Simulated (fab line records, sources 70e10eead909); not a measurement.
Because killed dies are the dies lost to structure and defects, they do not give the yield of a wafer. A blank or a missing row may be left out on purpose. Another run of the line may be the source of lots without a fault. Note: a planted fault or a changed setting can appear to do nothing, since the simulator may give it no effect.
Which tool did it?    flow nand harc    14 lots, 42 wafers sampled, at 4 steps of a route of 1302

WHAT THE GAUGES READ, wafer by wafer
The record holds no reading of a measuring or inspecting step that can be judged against a usual standard deviation.

WHICH TOOL RAN EACH LOT (tool, then ch and the chambers of the sampled wafers, then the start)
lot   NHARC_A_WL_FILL_ALD_00            NHARC_A_WL_FILL_CVD_03         NHARC_A_WL_FILL_ETCHBACK_17        NHARC_A_WL_FILL_ALD_19
L749  ald hk-03 ch 0,1,2, day 20 16:10  cvd w-02 ch 1, day 20 17:05    rie metal-01 ch 0,1, day 21 03:56  ald metal-01 ch 1,2,3, day 21 09:38
L752  ald hk-03 ch 0,1,2, day 21 02:49  cvd w-02 ch 0,1, day 21 03:38  rie metal-03 ch 1, day 21 16:30    ald metal-01 ch 2,3, day 21 22:19
L751  ald hk-02 ch 1,2,3, day 21 13:44  cvd w-02 ch 0,1, day 21 14:53  rie metal-02 ch 0,1, day 22 04:16  ald metal-01 ch 0,2,3, day 22 09:44
L753  ald hk-03 ch 0,2,3, day 22 18:59  cvd w-02 ch 0,1, day 22 19:56  rie metal-02 ch 0,1, day 23 10:13  ald metal-03 ch 2,3, day 23 14:32
L756  ald hk-02 ch 0,1, day 22 21:02    cvd w-01 ch 0,1, day 22 22:04  rie metal-01 ch 0,1, day 23 09:02  ald metal-01 ch 0,1,3, day 23 14:31
L755  ald hk-01 ch 0,2,3, day 22 21:08  cvd w-02 ch 0,1, day 22 22:08  rie metal-01 ch 0,1, day 23 11:40  ald metal-01 ch 0,1,3, day 23 17:09
L757  ald hk-03 ch 1,2,3, day 24 01:33  cvd w-02 ch 0,1, day 24 02:26  rie metal-01 ch 0,1, day 24 13:23  ald metal-01 ch 0,1,2, day 24 18:53
L760  ald hk-01 ch 0,1, day 24 11:56    cvd w-02 ch 0, day 24 12:49    rie metal-03 ch 1, day 24 23:22    ald metal-02 ch 0,1,2, day 25 04:49
L761  ald hk-02 ch 1,2,3, day 25 20:44  cvd w-02 ch 0,1, day 25 21:40  rie metal-02 ch 0,1, day 26 09:44  ald metal-01 ch 0,1,3, day 26 15:14
L763  ald hk-02 ch 1,2, day 26 11:10    cvd w-01 ch 0,1, day 26 12:10  rie metal-03 ch 0,1, day 27 00:11  ald metal-02 ch 1,2,3, day 27 05:44
L766  ald hk-01 ch 0,2,3, day 27 15:53  cvd w-01 ch 0,1, day 27 16:48  rie metal-03 ch 0,1, day 28 03:19  ald metal-02 ch 1,2,3, day 28 08:49
L768  ald hk-03 ch 0,1,2, day 28 04:58  cvd w-02 ch 1, day 28 05:58    rie metal-03 ch 0,1, day 28 16:54  ald metal-03 ch 0,2, day 28 22:23
L771  ald hk-03 ch 0,1,2, day 29 20:25  cvd w-01 ch 0,1, day 29 21:17  rie metal-01 ch 0,1, day 30 07:46  ald metal-02 ch 1,3, day 30 13:17
L772  ald hk-01 ch 1,2,3, day 30 08:22  cvd w-01 ch 0,1, day 30 09:14  rie metal-02 ch 0,1, day 31 00:46  ald metal-01 ch 2,3, day 31 06:18
- NHARC_A_WL_FILL_ALD_00: deposits Al2O3, target thk 3 nm, pulse time 3 s, ald cycles 30.
- NHARC_A_WL_FILL_CVD_03: deposits W, target thk 40 nm, time 279 s.
- NHARC_A_WL_FILL_ETCHBACK_17: etches the open film in Cl2/BCl3, target depth 4 nm, time 26.7 s.
- NHARC_A_WL_FILL_ALD_19: deposits TiN, target thk 2 nm, pulse time 3 s, ald cycles 100.

WHAT THE TOOLS THEMSELVES READ (means of the sampled wafers that have a number; where no wafer has one, the mark that the record gives instead)
NHARC_A_WL_FILL_ALD_00. Usual: heater power w 455 W, standard deviation 40; precursor pulse height rel 1.001, standard deviation 0.018.
lot   tool       heater power w (W)  precursor pulse height rel  flag
L749  ald hk-03  426                 1.010                       
L752  ald hk-03  430                 1.001                       
L751  ald hk-02  499                 0.986                       
L753  ald hk-03  464                 0.988                       
L756  ald hk-02  499                 1.006                       
L755  ald hk-01  437                 0.994                       
L757  ald hk-03  453                 1.002                       
L760  ald hk-01  477                 1.005                       
L761  ald hk-02  488                 1.015                       
L763  ald hk-02  474                 1.002                       
L766  ald hk-01  439                 1.009                       
L768  ald hk-03  415                 0.991                       
L771  ald hk-03  424                 0.993                       
L772  ald hk-01  431                 1.005                       

NHARC_A_WL_FILL_CVD_03. Usual: chamber pressure Torr 39.99 Torr, standard deviation 0.085; heater power w 535 W, standard deviation 37; mfc ar sccm 1560 sccm, standard deviation 4.7; throttle valve pct 8.0 %, standard deviation 0.36.
lot   tool      chamber pressure Torr (Torr)  heater power w (W)  mfc ar sccm (sccm)  throttle valve pct (%)  flag
L749  cvd w-02  39.92                         541                 1560                7.8                     
L752  cvd w-02  40.04                         534                 1563                7.9                     
L751  cvd w-02  39.98                         546                 1563                8.1                     
L753  cvd w-02  39.90                         534                 1561                8.1                     
L756  cvd w-01  40.03                         519                 1563                7.8                     
L755  cvd w-02  40.04                         540                 1562                8.4                     
L757  cvd w-02  39.93                         538                 1558                8.2                     
L760  cvd w-02  39.97                         531                 1560                8.6                     
L761  cvd w-02  40.04                         541                 1562                8.4                     
L763  cvd w-01  40.08                         515                 1556                7.8                     
L766  cvd w-01  39.97                         507                 1565                7.8                     
L768  cvd w-02  39.82                         552                 1553                7.8                     
L771  cvd w-01  40.03                         518                 1563                7.7                     
L772  cvd w-01  40.11                         519                 1558                7.9                     

NHARC_A_WL_FILL_ETCHBACK_17. Usual: drypump motor current A 5.68 A, standard deviation 0.25; oes product au 1.001 a.u., standard deviation 0.007; run length s 48.1 s, standard deviation 0.33.
lot   tool          drypump motor current A (A)  oes product au (a.u.)  run length s (s)  flag
L749  rie metal-01  5.86                         1.001                  48.2              
L752  rie metal-03  5.91                         0.996                  48.5              
L751  rie metal-02  5.41                         1.002                  48.1              
L753  rie metal-02  5.41                         1.002                  48.1              
L756  rie metal-01  5.86                         0.996                  48.0              
L755  rie metal-01  5.77                         0.994                  48.1              
L757  rie metal-01  5.87                         0.997                  48.2              
L760  rie metal-03  5.91                         0.998                  48.4              
L761  rie metal-02  5.42                         1.008                  48.1              
L763  rie metal-03  5.77                         1.002                  48.3              
L766  rie metal-03  5.63                         1.009                  43.5              OFF
L768  rie metal-03  5.62                         1.002                  39.0              OFF
L771  rie metal-01  5.76                         1.005                  48.0              
L772  rie metal-02  5.40                         1.012                  48.1              

NHARC_A_WL_FILL_ALD_19. Usual: heater power w 1058 W, standard deviation 110; precursor pulse height rel 0.999, standard deviation 0.02.
lot   tool          heater power w (W)  precursor pulse height rel  flag
L749  ald metal-01  1035                0.990                       
L752  ald metal-01  1059                0.994                       
L751  ald metal-01  1055                1.000                       
L753  ald metal-03  1204                0.995                       
L756  ald metal-01  993                 0.991                       
L755  ald metal-01  994                 0.994                       
L757  ald metal-01  979                 0.985                       
L760  ald metal-02  1060                1.000                       
L761  ald metal-01  1004                0.994                       
L763  ald metal-02  1048                0.997                       
L766  ald metal-02  1042                1.017                       
L768  ald metal-03  1017                0.990                       
L771  ald metal-02  1098                0.996                       
L772  ald metal-01  1100                1.001                       

THE ANSWER, worked out from the rows above alone
Rule: take the mean of a lot's wafers that have a number; if it is more than 3 standard deviations from the usual mean, the lot is off. Also off: a lot with no number at a reading for which 4 or more lots have one. Any other lot the step has rows for is counted as sound. Order of review: gauges by route order, followed by the tools' own readings, for which a lot's mean as printed above is used. The first step at which some lot is off is used, and at that step the reading that is off furthest; a lot without a number counts as furthest.
Off, at NHARC_A_WL_FILL_ETCHBACK_17 on run length s: L766, L768.
If a tool, at that step or one of the process steps before it, ran each lot that is off and ran no sound lot following the first of them, it fits. One candidate fits, namely rie metal-03 at NHARC_A_WL_FILL_ETCHBACK_17. A fault onset in the window from L763 (day 27 00:11, its last sound lot) to L766 (day 28 03:19, its first lot off) fits.
The tool's own readings at NHARC_A_WL_FILL_ETCHBACK_17 bear it out: on the lots that are off they differ by more than 5 times the standard deviation of the sound lots' means. run length s reads 41.2 s there against 48.2 s on the sound lots.

WHAT HAD BEEN PUT IN BY THE SIMULATOR
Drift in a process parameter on rie metal-03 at NHARC_A_WL_FILL_ETCHBACK_17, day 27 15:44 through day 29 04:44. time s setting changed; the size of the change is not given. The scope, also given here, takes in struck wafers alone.
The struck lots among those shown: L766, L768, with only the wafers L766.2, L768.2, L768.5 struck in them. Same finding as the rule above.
